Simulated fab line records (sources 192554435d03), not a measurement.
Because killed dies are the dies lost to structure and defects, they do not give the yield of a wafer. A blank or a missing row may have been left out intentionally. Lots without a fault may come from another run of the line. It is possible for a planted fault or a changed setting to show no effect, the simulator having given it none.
Split-lot trial	flow n5 finfet	on a route of 1938 steps: 7 lots, 39 wafers read

SPLIT DETAILS
At N5_HKMG_FIN_ALD_36 (deposits TiN, target thk 1 nm, pulse time 1 s, purge time 3 s), the setting ald cycles was moved away from the recipe's 47 on 12 of the 39 wafers read, by -46.8% to +40.4%. All remaining wafers had this setting at the recipe value.

Reading taken at the split's own step.

THE READING
TiN_of_HKMG_FIN_ALD_36.thk nm (the simulator's own value, which no gauge read), in nm, at N5_HKMG_FIN_ALD_36 (deposits TiN, target thk 1 nm, pulse time 1 s, purge time 3 s). The file does not state a usual value for it.

wafer	tool, chamber at the split	ald cycles as run	against the recipe	TiN_of_HKMG_FIN_ALD_36.thk nm, nm	against lot-mates on the recipe
L076.1	ald metal-01, 3,2,1,0,3,2	47	recipe	1	-
L076.2	ald metal-01, 3,2,1,0,3,2	47	recipe	1	-
L076.3	ald metal-01, 3,2,1,0,3,2	47	recipe	1	-
L076.4	ald metal-01, 3,2,1,0,3,2	47	recipe	1	-
L076.5	ald metal-01, 3,2,1,0,3,2	47	recipe	1	-
L076.6	ald metal-01, 3,2,1,0,3,2	47	recipe	1	-
L079.1	ald metal-02, 2,1,3	56	+19.1%	1.2	+0.2
L079.3	ald metal-02, 2,1,3	56	+19.1%	1.2	+0.2
L079.4	ald metal-02, 2,1,3	56	+19.1%	1.2	+0.2
L079.2	ald metal-02, 0,1,0	47	recipe	1	-
L079.5	ald metal-02, 0,1,0	47	recipe	1	-
L079.6	ald metal-02, 0,1,0	47	recipe	1	-
L083.2	ald metal-02, 0,2,3	47	recipe	1	-
L083.5	ald metal-02, 0,2,3	47	recipe	1	-
L083.6	ald metal-02, 0,2,3	47	recipe	1	-
L088.1	ald metal-02, 1	61	+29.8%	1.2	+0.2
L088.2	ald metal-02, 3,0,1	47	recipe	1	-
L088.4	ald metal-02, 3,0,1	47	recipe	1	-
L088.5	ald metal-02, 3,0,1	47	recipe	1	-
L088.3	ald metal-02, 0,3	61	+29.8%	1.4	+0.4
L088.6	ald metal-02, 0,3	61	+29.8%	1.4	+0.4
L092.1	ald metal-04, 0,2,3,1,1,2	47	recipe	1	-
L092.2	ald metal-04, 0,2,3,1,1,2	47	recipe	1	-
L092.3	ald metal-04, 0,2,3,1,1,2	47	recipe	1	-
L092.4	ald metal-04, 0,2,3,1,1,2	47	recipe	1	-
L092.5	ald metal-04, 0,2,3,1,1,2	47	recipe	1	-
L092.6	ald metal-04, 0,2,3,1,1,2	47	recipe	1	-
L095.1	ald metal-02, 0,1,0	47	recipe	1	-
L095.2	ald metal-02, 0,1,0	47	recipe	1	-
L095.6	ald metal-02, 0,1,0	47	recipe	1	-
L095.3	ald metal-02, 3,2,3	25	-46.8%	0.6	-0.4
L095.4	ald metal-02, 3,2,3	25	-46.8%	0.6	-0.4
L095.5	ald metal-02, 3,2,3	25	-46.8%	0.6	-0.4
L097.1	ald metal-02, 2,3,3	47	recipe	1	-
L097.3	ald metal-02, 2,3,3	47	recipe	1	-
L097.5	ald metal-02, 2,3,3	47	recipe	1	-
L097.2	ald metal-02, 1,0,2	66	+40.4%	1.4	+0.4
L097.4	ald metal-02, 1,0,2	66	+40.4%	1.4	+0.4
L097.6	ald metal-02, 1,0,2	66	+40.4%	1.4	+0.4
If several chambers appear in one row, that row covers several wafers at once and the file leaves open which wafer was in which chamber.

THE FIT
A straight line over all 39 wafers: TiN_of_HKMG_FIN_ALD_36.thk nm changes by +0.0095 nm for each +1% of ald cycles; r = +0.99; the points scatter about the line by 0.032 nm.
The same after taking each lot's own level away (the mean of its wafers on the recipe; 39 wafers): +0.0095 nm for each +1%; r = +0.99; scatter 0.032 nm.
On that fit, the largest move of ald cycles shifts the reading by 0.44 nm.
The lots' own levels span 1.00 to 1.00 nm.
Consequently the slope shifts little with the lot-to-lot level, the two slopes agreeing.
Check: -0.443 nm against its lot-mates is what the line predicts for one of the wafers moved furthest among these (-46.8%) when that wafer is left out of the fit. It came out at -0.4 nm against them.

FURTHER SPLITS ON THESE WAFERS
Other splits were also applied to these wafers ahead of the reading. Each is held against what the fit with the lots' levels taken away leaves over:
other split on the same wafers	wafers away from the commonest value	r with TiN_of_HKMG_FIN_ALD_36.thk nm (lot level and that fit taken away)
N5_ZERO_LAYER_PECVD_02 time s	6	-0.07
N5_FIN_SAQP_HM_DEP_03 target thk a	15	-0.05
N5_SD_EPI_N_ETCH_45 target depth a	12	+0.14

FILE'S OWN FIT
TiN_of_HKMG_FIN_ALD_36.thk nm changes by +0.00958 nm for each +1% of ald cycles, r = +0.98.
